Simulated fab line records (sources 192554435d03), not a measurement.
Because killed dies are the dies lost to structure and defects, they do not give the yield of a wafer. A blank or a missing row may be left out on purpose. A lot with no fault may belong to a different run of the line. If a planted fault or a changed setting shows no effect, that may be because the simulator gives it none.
Chamber matching + flow n5Finfet + 4 sister chambers for N5_BEOL_M9_ETCH_62 on rieDiel-06
The step etches SOC in N2/H2, target depth 110 nm, overetch 22 nm, time 165 s. 20 wafers are shown with their chamber, then 10 later ones without.

== WAFERS, EACH WITH ITS CHAMBER ==
| wafer  | chamber | showerheadPlenumPTorr (Torr) | throttleValvePct (%) | oesProductAu (a.u.) |
|--------|---------|------------------------------|----------------------|---------------------|
| L074.1 | 3       | 2.43                         | 18.11                | 0.62                |
| L074.4 | 3       | 2.43                         | 18.12                | 0.61                |
| L074.6 | 0       | 2.49                         | 17.56                | 0.73                |
| L078.2 | 1       | 2.40                         | 17.65                | 0.60                |
| L078.3 | 0       | 2.48                         | 17.60                | 0.71                |
| L078.6 | 2       | 2.63                         | 18.01                | 0.59                |
| L079.1 | 0       | 2.48                         | 17.61                | 0.70                |
| L079.4 | 2       | 2.62                         | 18.02                | 0.59                |
| L079.6 | 1       | 2.39                         | 17.68                | 0.60                |
| L081.1 | 0       | 2.48                         | 17.61                | 0.70                |
| L081.2 | 2       | 2.62                         | 18.03                | 0.58                |
| L081.6 | 3       | 2.42                         | 18.18                | 0.60                |
| L082.1 | 0       | 2.48                         | 17.62                | 0.70                |
| L082.3 | 1       | 2.39                         | 17.70                | 0.59                |
| L082.4 | 2       | 2.62                         | 18.04                | 0.58                |
| L083.2 | 0       | 2.48                         | 17.63                | 0.70                |
| L083.3 | 1       | 2.39                         | 17.71                | 0.60                |
| L083.6 | 0       | 2.48                         | 17.63                | 0.70                |
| L084.1 | 1       | 2.39                         | 17.72                | 0.60                |
| L084.3 | 3       | 2.41                         | 18.19                | 0.60                |

SIGNATURES (means of the wafers above)
| reading               | chamber 0 | chamber 1 | chamber 2 | chamber 3 | scatter within a chamber |
|-----------------------|-----------|-----------|-----------|-----------|--------------------------|
| showerheadPlenumPTorr | 2.4814    | 2.3920    | 2.6225    | 2.4225    | 0.00568                  |
| throttleValvePct      | 17.6086   | 17.6920   | 18.0250   | 18.1500   | 0.0275                   |
| oesProductAu          | 0.7057    | 0.5980    | 0.5850    | 0.6075    | 0.00876                  |
Rule: a wafer's distance from a chamber is the root of the sum, over the readings, of the square of ((its reading less the chamber's mean) divided by the reading's scatter). The wafer belongs to the nearest chamber; if the next one is less than 2 further off, it can't be placed. The scatter is the square root of a quotient: the sum, over the shown wafers, of each reading's squared deviation from its chamber's mean, divided by wafers minus chambers.

== WAFERS WHOSE CHAMBER IS MISSING ==
| wafer  | showerheadPlenumPTorr (Torr) | throttleValvePct (%) | oesProductAu (a.u.) |
|--------|------------------------------|----------------------|---------------------|
| L084.4 | 2.47                         | 17.63                | 0.68                |
| L085.1 | 2.39                         | 17.70                | 0.60                |
| L085.4 | 2.39                         | 17.73                | 0.59                |
| L085.6 | 2.41                         | 18.18                | 0.60                |
| L087.1 | 2.47                         | 17.65                | 0.69                |
| L087.2 | 2.41                         | 18.19                | 0.59                |
| L087.5 | 2.47                         | 17.64                | 0.69                |
| L095.2 | 2.47                         | 17.66                | 0.68                |
| L095.5 | 2.40                         | 18.20                | 0.59                |
| L095.6 | 2.47                         | 17.65                | 0.68                |

== EACH ONE'S CHAMBER ==
| wafer  | from the rows above | in truth |
|--------|---------------------|----------|
| L084.4 | 0                   | 0        |
| L085.1 | 1                   | 1        |
| L085.4 | 1                   | 1        |
| L085.6 | 3                   | 3        |
| L087.1 | 0                   | 0        |
| L087.2 | 3                   | 3        |
| L087.5 | 0                   | 0        |
| L095.2 | 0                   | 0        |
| L095.5 | 3                   | 3        |
| L095.6 | 0                   | 0        |
Placed correctly: 10 of 10. Left unplaced by these rows: 0. Number placed wrongly: 0.
